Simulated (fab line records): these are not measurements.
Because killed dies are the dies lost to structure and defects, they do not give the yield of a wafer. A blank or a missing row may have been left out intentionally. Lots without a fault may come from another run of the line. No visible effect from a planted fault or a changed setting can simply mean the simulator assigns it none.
A struck lot beside a sound one ; flow nand harc ; 43 out of 1302 route steps
Sound: the wafers L910.2, L910.3, L910.6. Wafers struck: L920.1, L920.4, L920.5. The cause comes at the end.
Per side, at each step with rows, come the tool, then ch with its chambers, and then its first start. Under that, the readings that differ: sound wafers ; struck wafers ; difference of the means ; sigmas: that difference in standard deviations of wafers without a fault.
alike: readings whose means differ by less than 2 such deviations, and words and numbers that are the same on both sides. not compared: withheld readings, readings that some wafer has no value for, bounds like >300 that may hide the same value, and numbers for which the record gives no deviation and whose values overlap.
Wherever a step has rows on one side only, a row that says differs or no value, or a row with sigmas, the two part there. Numbers that don't overlap but have no deviation are shown without sigmas and don't part them. A reading that every wafer of one side lacks parts them only if that side has two wafers or more.

first, 4 steps without rows for these wafers: NHARC_A_CONTACT_EBR_65; NHARC_A_CONTACT_EXPOSE_66 (exposes mask A CC 2); NHARC_A_CONTACT_PEB_67 (peb time 65 s); NHARC_A_CONTACT_DEVELOP_68 (develop time 35 s).
NHARC_A_CONTACT_CD_MEAS_69: the cd target is 300 nm.
  sound on cd sem-01 ch 0, day 21 22:42; struck on cd sem-02 ch 0, day 25 23:38
  alike: cd nm
NHARC_A_CONTACT_OVL_MEAS_70:
  sound on overlay-01, day 21 22:47; struck on overlay-02, day 25 23:43
reading;sound;struck;difference;sigmas
overlay y nm (nm);1.2 1.4 1.3;0.5 -0.2 -0.4;-1.3;-2
  alike: overlay x nm
NHARC_A_CONTACT_INSPECT_71:
  sound on defect inspect-02, day 21 22:49; struck on defect inspect-01, day 25 23:46
  alike: raw defect count
then, 1 step without rows for these wafers: NHARC_A_CONTACT_DESCUM_74 (chemistry O2, time 3 s).
NHARC_A_CONTACT_ETCH_75: etches the open film in CF4, target depth 39 nm, time 65 s.
  sound on rie diel-11 ch 0,1, day 21 22:58; struck on rie diel-01 ch 1,2,3, day 25 23:55
reading;sound;struck;difference;sigmas
oes product au (a.u.);0.995 0.980 1.002;1.011 1.015 1.020;+0.023;+2
  alike: chamber pressure mTorr, drypump motor current A, rf vpp V, showerhead plenum p Torr, throttle valve pct
  not compared: rf hours counter h
then, 1 step without rows for these wafers: NHARC_A_CONTACT_ETCH_76 (etches the open film in N2/H2, target depth 260 nm, time 475.3 s).
NHARC_A_CONTACT_ETCH_77: etches the open film in CF4/CHF3, target depth 108.9 nm, time 54.5 s.
  sound: rie diel-11 ch 2,3; struck: rie diel-01 ch 0,1,2
reading;sound;struck;difference;sigmas
oes product au (a.u.);0.966 0.954 0.980;0.932 0.926 0.923;-0.040;-2
  alike: chamber pressure mTorr, drypump motor current A, rf vpp V, showerhead plenum p Torr, throttle valve pct
  not compared: rf hours counter h
then, 1 step without rows for these wafers: NHARC_A_CONTACT_ETCH_78 (etches the open film in O2/COS, target depth 5300 nm, time 1378 s).
NHARC_A_CONTACT_ETCH_124: etches the open film in C4F8/O2/Ar, time 140 s, target depth 700 nm.
  sound on har cap etch-02 ch 0,1, day 22 00:28; struck on har cap etch-02 ch 0,1, day 26 01:22
  alike: chamber pressure mTorr
  not compared: rf hours counter h
then, 4 steps without rows for these wafers: NHARC_A_CONTACT_ETCH_125 (etches the open film in C4F8/O2/Ar, time 197 s, target depth 1918 nm); NHARC_A_CONTACT_ETCH_126 (etches the open film in C4F8/O2/Ar, time 197 s, target depth 1918 nm); NHARC_A_CONTACT_ETCH_127 (etches the open film in C4F8/O2/Ar, time 197 s, target depth 1918 nm); NHARC_A_CONTACT_ETCH_128 (etches the open film in C4F8/O2/Ar, time 197 s, target depth 1918 nm).
NHARC_A_CONTACT_ETCH_129: etches the open film in C4F8/O2/Ar, time 197 s, target depth 1918 nm.
  sound on har cap etch-02 ch 0,1, day 22 01:22; struck on har cap etch-02 ch 0,1, day 26 02:17
  alike: chamber pressure mTorr
  not compared: rf hours counter h
then, 3 steps without rows for these wafers: NHARC_A_CONTACT_ETCH_130 (etches the open film in C4F8/O2/Ar, time 197 s, target depth 1918 nm); NHARC_A_CONTACT_ETCH_131 (etches the open film in C4F8/O2/Ar, time 197 s, target depth 1918 nm); NHARC_A_CONTACT_ETCH_132 (etches the open film in C4F8/O2/Ar, time 197 s, target depth 1924 nm).
NHARC_A_CONTACT_ETCH_133: etches the open film in C4F8/O2/Ar, time 374 s, target depth 1610 nm.
  sound on har cap etch-02 ch 0,1, day 22 02:07; struck on har cap etch-02 ch 0,1, day 26 02:59
  alike: chamber pressure mTorr
  not compared: rf hours counter h
then, 2 steps without rows for these wafers: NHARC_A_CONTACT_ETCH_91 (etches the open film in CH3F/O2, target depth 40 nm, time 85.7 s); NHARC_A_CONTACT_ETCH_97 (etches the open film in C4F6/O2, target depth 20 nm, time 10 s).
NHARC_A_CONTACT_CD_MEAS_80:
  sound on cd sem-03, day 22 03:04; struck on cd sem-03, day 26 04:02
reading;sound;struck;difference;sigmas
cd nm (nm);290.0 289.6 289.2;288.0 288.3 287.8;-1.6;-2
then, 7 steps without rows for these wafers: NHARC_A_CONTACT_STRIP_103 (strips in N2/H2); NHARC_A_CONTACT_STRIP_104 (strips in CF4/CHF3); NHARC_A_CONTACT_STRIP_105 (strips in O2/COS); NHARC_A_CONTACT_ETCH_106 (etches the open film in CF4/O2, target depth 90 nm, overetch 9 nm, time 49.5 s); NHARC_A_CONTACT_STRIP_82 (strips in O2); NHARC_A_CONTACT_STRIP_83 (strips in post etch residue remover, time 600 s); NHARC_A_CONTACT_DEP_84 (deposits aC, target thk 2800 nm).
NHARC_A_CONTACT_DEP_85: deposits SiON, target thk 60 nm.
  sound on pecvd-04 ch 0,2, day 22 05:44; struck on pecvd-02 ch 0,1, day 26 09:04
  alike: heater power w
then, 9 steps without rows for these wafers: NHARC_A_CONTACT_DEHYDRATE_00 (time 120 s); NHARC_A_CONTACT_HMDS_01 (time 30 s); NHARC_A_CONTACT_COAT_86 (time 75 s); NHARC_A_CONTACT_COAT_87 (time 65 s); NHARC_A_CONTACT_COAT_02 (resist thk 90 nm); NHARC_A_CONTACT_SOFTBAKE_03 (time 55 s); NHARC_A_CONTACT_EBR_04; NHARC_A_CONTACT_EXPOSE_05 (exposes mask A CC); NHARC_A_CONTACT_PEB_06 (peb time 65 s).
-- jump in the record: it breaks off in module A_CONTACT and resumes in module END (first step shown: number 1302 of the route), and 2 days separate the struck wafers' starts before and after --
NHARC_END_SORT_01:
  only the struck wafers appear in the record here, on prober-02 ch 0 at day 28 11:34; the sound ones have no rows

## WHERE THEY PART
At NHARC_A_CONTACT_OVL_MEAS_70 first; at NHARC_END_SORT_01 last (within this record only).

WHY: whatever the simulator had introduced
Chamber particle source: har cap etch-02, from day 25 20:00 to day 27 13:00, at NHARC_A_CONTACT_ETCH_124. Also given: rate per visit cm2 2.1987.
